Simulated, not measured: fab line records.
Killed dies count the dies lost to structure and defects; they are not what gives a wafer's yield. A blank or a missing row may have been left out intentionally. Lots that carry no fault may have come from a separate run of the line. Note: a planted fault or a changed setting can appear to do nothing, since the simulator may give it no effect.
2 desks looking at one fault	flow n5Finfet	each desk holds nothing but its own numbers, with what lay behind them at the end

== THE METROLOGY DESK ==
What the gauges read, lot by lot, whatever tool the lot ran on: means of the sampled wafers that have a number. Any lot whose mean is over 4 standard deviations away from the usual mean is out of limits and marked OUT; that distance is given in the brackets.
Columns: A = cdNm at N5_PASSIVATION_CD_MEAS_10, usual 2998.6 nm; B = TV_OVL at N5_PASSIVATION_OVL_MEAS_60, usual -2 nm
lot	first seen here	A	B
L725	day 11 17:36	2996.5	-1
L726	day 12 05:25	2997.3	-3
L727	day 12 16:29	2998.5	4
L729	day 13 04:38	2995.5	-2
L730	day 13 07:52	2999.1	-6
L734	day 14 00:17	2997.4	7
L733	day 14 11:23	2999.3	6
L738	day 15 06:53	3001.0	-3
L737	day 15 07:34	3000.7	-2
L740	day 16 06:34	2999.4	-8
L747	day 17 16:08	2998.1	-6
L746	day 18 09:52	2998.1	-2
This desk found nothing out of limits on any of the 12 lots.

== FOR THE TOOL OWNER'S DESK: pvdSputter-01 ==
The tool's own readings at N5_PASSIVATION_SPUTTER_20 (material TaN, target thk 50 nm): means of the sampled wafers that have a number, for each lot that ran on this tool. Any lot whose mean is over 4 standard deviations away from the usual mean is out of limits and marked OUT; that distance is given in the brackets.
Columns: A = throttleValvePct at N5_PASSIVATION_SPUTTER_20, usual 29.9 %
lot	first seen here	A
L725	day 11 19:02	28.8
L727	day 12 17:52	29.1
L729	day 13 07:22	29.6
L730	day 13 09:22	29.1
L734	day 14 01:24	28.7
L740	day 16 07:50	28.9
This desk found nothing out of limits on any of the 6 lots.

== TAKEN TOGETHER ==
Metrology desk: nothing out of limits seen.
The tool owner's desk saw nothing out of limits.

== WHAT THE SIMULATOR HAD PUT IN ==
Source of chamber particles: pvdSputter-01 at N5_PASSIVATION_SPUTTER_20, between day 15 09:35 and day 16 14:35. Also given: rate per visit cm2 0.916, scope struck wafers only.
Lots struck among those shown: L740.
